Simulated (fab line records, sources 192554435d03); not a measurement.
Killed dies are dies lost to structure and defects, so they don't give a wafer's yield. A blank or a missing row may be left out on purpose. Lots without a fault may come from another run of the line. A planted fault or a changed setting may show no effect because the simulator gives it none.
Chamber matching | flow n5_finfet | N5_MOL_CONTACT_COAG_CMP_23 on cmp-02: 4 sister chambers
The step polishes, stops on SiO2, t overpolish 1.5 s, target thk 0 nm. 4 wafers are shown with their chamber, then 6 later ones without.

WAFERS WITH THEIR CHAMBER
wafer  | chamber | motor_current_A (A)
L716.3 | 1       | 8.3
L722.3 | 0       | 9.2
L727.1 | 3       | 8.0
L727.2 | 2       | 8.8

WAFERS WITHOUT THEIR CHAMBER
wafer  | motor_current_A (A)
L727.4 | 9.1
L730.1 | 9.2
L730.4 | 7.8
L730.5 | 8.2
L732.2 | 8.5
L732.3 | 8.1

WHICH CHAMBER EACH WENT THROUGH
wafer  | from the rows above     | in truth
L727.4 | can't be placed: 0 or 2 | 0
L730.1 | 0                       | 0
L730.4 | 3                       | 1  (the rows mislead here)
L730.5 | can't be placed: 1 or 3 | 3
L732.2 | can't be placed: 1 or 2 | 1
L732.3 | can't be placed: 3 or 1 | 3
Placed correctly: 1 of 6. Can't be placed from these rows: 4 (the true chamber is among the candidates in 4). Placed wrongly: 1.
How it was worked out, from the rows above alone: a wafer's distance from a chamber is the root of the sum, over the readings, of the square of ((its reading less the chamber's mean) divided by the reading's scatter). The wafer belongs to the nearest chamber; if the next one is less than 2 further off, it can't be placed. A chamber's mean is the mean of its shown wafers. The scatter: with one shown wafer a chamber, the root of the mean of the squares of how far each hidden wafer lies from its nearest shown one.
